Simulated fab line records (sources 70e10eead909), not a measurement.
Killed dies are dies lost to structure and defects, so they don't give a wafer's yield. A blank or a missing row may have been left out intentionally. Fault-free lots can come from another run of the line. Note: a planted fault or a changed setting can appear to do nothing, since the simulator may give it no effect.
A struck lot beside a sound one    flow nand-harc    15 out of 1159 route steps
Sound: wafers L451.1, L451.2, L451.5. Wafers L453.3, L453.4, L453.6 were the ones struck. The cause comes at the end.
For every step that has rows: the tool of each side, followed by ch and its chambers, followed by its first start. Under that, the readings that differ: sound wafers    struck wafers    difference of the means    sigmas: that difference in standard deviations of wafers without a fault.
alike: readings whose means differ by less than 2 such deviations, and words and numbers that are the same on both sides. not compared: withheld readings, readings that some wafer has no value for, bounds like >300 that may hide the same value, and numbers for which the record gives no deviation and whose values overlap.
Wherever a step has rows on one side only, a row that says differs or no value, or a row with sigmas, the two part there. Non-overlapping numbers with no deviation appear without sigmas and do not part them. A reading that every wafer of one side lacks parts them only if that side has two wafers or more.

first, 1 step without rows for these wafers: NHARC_A_ONON_D1_DEP_12 (target thk 1000 nm).
NHARC_A_ONON_D1_THK_MEAS_14: measures by ellipsometry.
  sound on film-metro-01, day 9 09:04; struck on film-metro-01, day 10 01:47
  alike: thk-nm
then, 2 steps without rows for these wafers: NHARC_A_ONON_D1_ANNEAL_15 (time 3600 s); NHARC_A_ONON_D1_DEP_16 (target thk 1000 nm).
NHARC_A_ONON_D1_THK_MEAS_18: measures by ellipsometry.
  sound on film-metro-01, day 9 18:00; struck on film-metro-02, day 10 09:42
  alike: thk-nm
then NHARC_A_ONON_D1_DEP_19 (target thk 1000 nm), 1 step lacking rows for these wafers.
NHARC_A_ONON_D1_THK_MEAS_21: measures by ellipsometry.
  sound on film-metro-01, day 9 18:34; struck on film-metro-01, day 10 10:16
reading      sound           struck       difference  sigmas
thk-nm (nm)  1010 1011 1012  988 990 989  -22         -2
then NHARC_A_ONON_D1_DEP_22 (target thk 1000 nm), 1 step lacking rows for these wafers.
NHARC_A_ONON_D1_THK_MEAS_24: measures by ellipsometry.
  sound on film-metro-02, day 9 19:08; struck on film-metro-02, day 10 10:50
  alike: thk-nm
then NHARC_A_ONON_D1_DEP_25 (target thk 1000 nm), 1 step lacking rows for these wafers.
NHARC_A_ONON_D1_THK_MEAS_27: measures by ellipsometry.
  sound on film-metro-02, day 9 19:41; struck on film-metro-02, day 10 11:24
  alike: thk-nm
NHARC_A_ONON_D1_DEP_28: target thk 1000 nm.
  sound on pecvd-onon-01 ch 0, day 9 19:45; struck on pecvd-onon-01 ch 0, day 10 11:34
  alike: n2o-flow-sccm
NHARC_A_ONON_D1_THK_MEAS_30: measures by ellipsometry.
  sound on film-metro-02, day 9 20:16; struck on film-metro-02, day 10 11:58
reading      sound        struck          difference  sigmas
thk-nm (nm)  990 988 991  1597 1598 1596  +607        +51
NHARC_A_ONON_D1_DEP_33: deposits SiO2, target thk 200 nm.
  sound on pecvd-03 ch 0,1, day 9 20:19; struck on pecvd-03 ch 0,2, day 10 12:01
  alike: heater-power-w, mfc-precursor-sccm, throttle-valve-pct
-- jump in the record: it breaks off in module A_ONON_D1 and resumes in module END (first step shown: number 1159 of the route), and 11 days separate the struck wafers' starts before and after --
NHARC_END_SORT_01:
  the record has rows for the struck wafers here (prober-02 ch 0, day 21 19:43) and none for the sound ones

== WHERE THEY PART ==
Earliest at NHARC_A_ONON_D1_THK_MEAS_21; latest, in this record, at NHARC_END_SORT_01.

WHY: what had been put in by the simulator
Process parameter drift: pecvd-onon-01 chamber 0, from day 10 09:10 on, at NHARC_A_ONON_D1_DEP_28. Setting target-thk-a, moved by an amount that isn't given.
